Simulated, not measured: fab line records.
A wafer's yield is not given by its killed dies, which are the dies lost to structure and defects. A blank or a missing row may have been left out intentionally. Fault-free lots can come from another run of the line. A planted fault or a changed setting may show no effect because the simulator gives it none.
Chamber matching	flow n5Finfet	N5_BEOL_M5_ETCH_75 on rieDiel-06 has 4 sister chambers
The step etches underlayer in N2/H2, target depth 6.5 nm, time 5.2 s. 8 wafers are shown with their chamber, then 7 later ones without.

## WAFERS, EACH WITH ITS CHAMBER
wafer	chamber	drypumpMotorCurrentA (A)	showerheadPlenumPTorr (Torr)
L075.4	1	6.0	2.63
L079.6	3	4.9	2.39
L078.6	3	4.9	2.39
L080.2	0	5.4	2.66
L080.3	2	5.0	2.57
L080.6	2	5.0	2.57
L093.1	0	5.3	2.64
L093.3	1	6.0	2.62

## WAFERS WHOSE CHAMBER IS MISSING
wafer	drypumpMotorCurrentA (A)	showerheadPlenumPTorr (Torr)
L093.4	5.1	2.56
L095.4	5.3	2.64
L095.5	6.0	2.62
L095.6	5.0	2.56
L097.1	5.0	2.56
L097.4	5.3	2.64
L097.5	5.0	2.56

## WHICH CHAMBER EACH ONE RAN IN
wafer	from the rows above	in truth
L093.4	2	2
L095.4	0	0
L095.5	1	1
L095.6	2	2
L097.1	2	2
L097.4	0	0
L097.5	2	2
Correctly placed: 7 of 7. Can't be placed from these rows: 0. Placed wrongly: 0.
How it was worked out, from the rows above alone: a wafer's distance from a chamber is the root of the sum, over the readings, of the square of ((its reading less the chamber's mean) divided by the reading's scatter). The wafer belongs to the nearest chamber; if the next one is less than 2 further off, it can't be placed. For every chamber, the mean is computed from those of its wafers that are shown. The scatter: the root of (the sum of the squares of (reading less its chamber's mean) over the shown wafers, divided by (wafers less chambers)).
